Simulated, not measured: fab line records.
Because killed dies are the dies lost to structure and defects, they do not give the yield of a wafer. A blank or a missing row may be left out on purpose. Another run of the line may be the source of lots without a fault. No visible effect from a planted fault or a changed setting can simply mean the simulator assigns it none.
Chamber matching	flow n5-finfet	N5_DUMMY_REMOVAL_STRIP_10 on rie-diel-02: 4 sister chambers
The step strips in N2/H2, time 40 s. 4 wafers are shown with their chamber, then 9 later ones without.

== WAFERS, EACH WITH ITS CHAMBER ==
wafer	chamber	showerhead-plenum-p-Torr (Torr)
L083.1	2	3.31
L083.3	1	3.13
L085.3	3	3.47
L085.5	0	3.39

== WAFERS WITH NO CHAMBER GIVEN ==
wafer	showerhead-plenum-p-Torr (Torr)
L088.1	3.13
L088.4	3.13
L088.6	3.46
L091.2	3.38
L091.5	3.38
L091.6	3.12
L096.1	3.30
L096.4	3.37
L096.5	3.46

== WHICH CHAMBER EACH WENT THROUGH ==
wafer	from the rows above	in truth
L088.1	1	1
L088.4	1	1
L088.6	3	3
L091.2	0	0
L091.5	0	0
L091.6	1	1
L096.1	2	2
L096.4	0	0
L096.5	3	3
9 of 9 placed correctly. Number that these rows cannot place: 0. 0 placed wrongly.
How it was worked out, from the rows above alone: a wafer's distance from a chamber is the root of the sum, over the readings, of the square of ((its reading less the chamber's mean) divided by the reading's scatter). If the next closest chamber is less than 2 further off than the closest, the wafer can't be placed; otherwise it belongs to the closest. Each chamber's mean is taken over the wafers shown for it. The scatter: root of mean squared gap, hidden wafer to nearest shown wafer, with one shown wafer a chamber.
